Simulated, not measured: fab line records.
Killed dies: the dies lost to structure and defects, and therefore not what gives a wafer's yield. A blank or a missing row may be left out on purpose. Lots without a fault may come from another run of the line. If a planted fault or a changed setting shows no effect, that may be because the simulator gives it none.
Which of the tools did it? + flow n5 finfet + Sampling: 12 lots, 36 wafers, 2 of 1938 route steps

## WHAT THE GAUGES SHOWED, per wafer
N5_BEOL_M1_INSPECT_30: inspects for defects (brightfield).
| lot  | measured     | on                | raw defect count |
|------|--------------|-------------------|------------------|
| L075 | day 6 06:08  | defect inspect-01 | 617 388 423      |
| L077 | day 6 22:34  | defect inspect-01 | 478 549 525      |
| L079 | day 7 08:38  | defect inspect-02 | 322 402 437      |
| L081 | day 7 20:21  | defect inspect-02 | 537 423 427      |
| L083 | day 8 01:53  | defect inspect-01 | 415 433 482      |
| L085 | day 8 17:14  | defect inspect-02 | 298 457 340      |
| L087 | day 9 05:01  | defect inspect-01 | 282 255 293      |
| L088 | day 9 21:20  | defect inspect-01 | 396 386 323      |
| L089 | day 10 10:01 | defect inspect-02 | 418 267 334      |
| L093 | day 10 20:55 | defect inspect-02 | 383 319 392      |
| L095 | day 11 06:22 | defect inspect-01 | 357 333 258      |
| L097 | day 12 00:35 | defect inspect-01 | 395 355 348      |

## WHAT TOOL EACH LOT RAN ON (gives the tool, then ch and the chambers of the sampled wafers, and finally the start)
| lot  | N5_BEOL_M0_SPUTTER_132       |
|------|------------------------------|
| L075 | pvd sputter-03, day 6 02:19  |
| L077 | pvd sputter-01, day 6 16:23  |
| L079 | pvd sputter-03, day 7 04:06  |
| L081 | pvd sputter-02, day 7 15:42  |
| L083 | pvd sputter-02, day 7 20:58  |
| L085 | pvd sputter-02, day 8 13:57  |
| L087 | pvd sputter-01, day 9 01:14  |
| L088 | pvd sputter-03, day 9 16:19  |
| L089 | pvd sputter-01, day 10 05:21 |
| L093 | pvd sputter-03, day 10 16:45 |
| L095 | pvd sputter-01, day 11 02:08 |
| L097 | pvd sputter-03, day 11 20:11 |
- N5_BEOL_M0_SPUTTER_132: material Cu, target thk 4 nm, time 7.37 s.

## THE ANSWER, worked out from the rows above alone
Rule: the lots themselves supply what counts as usual. Put in order of their means at a reading, lots are off if they are a third of the lots or fewer, leave a main group of 4 or more, and stand apart from it by a gap of 3 or more times the standard deviation of the main group's means; of several such gaps the widest counts. A main group whose means are all the same, to the digits that the tables above print for the reading, isn't used. Also off: a lot with no number at a reading for which 4 or more lots have one. Any other lot the step has rows for is counted as sound.
No lot is off at any reading shown: from this, nothing can be told.

## WHAT HAD BEEN PUT IN BY THE SIMULATOR
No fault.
